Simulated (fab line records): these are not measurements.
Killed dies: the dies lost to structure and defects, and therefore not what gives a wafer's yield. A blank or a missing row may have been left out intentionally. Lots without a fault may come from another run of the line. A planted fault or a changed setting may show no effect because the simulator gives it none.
Matching of chambers	flow n5Finfet	N5_BEOL_M3_ALD_98 on aldSin-03 has 4 sister chambers
The step deposits SiO2, target thk 2.5 nm, pulse time 1 s, co reactant pulse time 1 s. 8 wafers are shown with their chamber, then 9 later ones without.

## WAFERS, EACH WITH ITS CHAMBER
wafer	chamber	heaterPowerW (W)	precursorPulseHeightRel
L089.1	1	85	0.989
L089.2	3	86	0.995
L089.4	2	70	0.999
L089.5	0	87	0.988
L089.6	3	90	0.980
L093.1	0	84	0.988
L093.3	1	85	0.978
L093.4	2	71	1.013

## WAFERS WHOSE CHAMBER IS MISSING
wafer	heaterPowerW (W)	precursorPulseHeightRel
L092.1	89	1.017
L092.2	72	0.989
L092.4	82	1.022
L094.1	85	0.982
L094.5	71	1.003
L094.6	88	1.025
L096.1	71	1.031
L096.4	86	1.010
L096.5	68	0.989

## WHICH CHAMBER EACH ONE RAN IN
wafer	from the rows above	in truth
L092.1	can't be placed: 3 or 0 or 1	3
L092.2	2	2
L092.4	can't be placed: 0 or 1 or 3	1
L094.1	can't be placed: 1 or 0 or 3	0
L094.5	2	2
L094.6	can't be placed: 3 or 0 or 1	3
L096.1	2	2
L096.4	can't be placed: 0 or 3 or 1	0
L096.5	2	2
Placed correctly: 4 of 9. Not placeable from these rows: 5 (in 5, the candidates include the true chamber). Wrongly placed: 0.
How it was worked out, from the rows above alone: a wafer's distance from a chamber is the root of the sum, over the readings, of the square of ((its reading less the chamber's mean) divided by the reading's scatter). If the next closest chamber is less than 2 further off than the closest, the wafer can't be placed; otherwise it belongs to the closest. The mean given for a chamber averages the wafers shown for that chamber. The scatter: take each reading less its chamber's mean, square it, sum over the shown wafers, divide by the number of wafers less the number of chambers, and take the root.
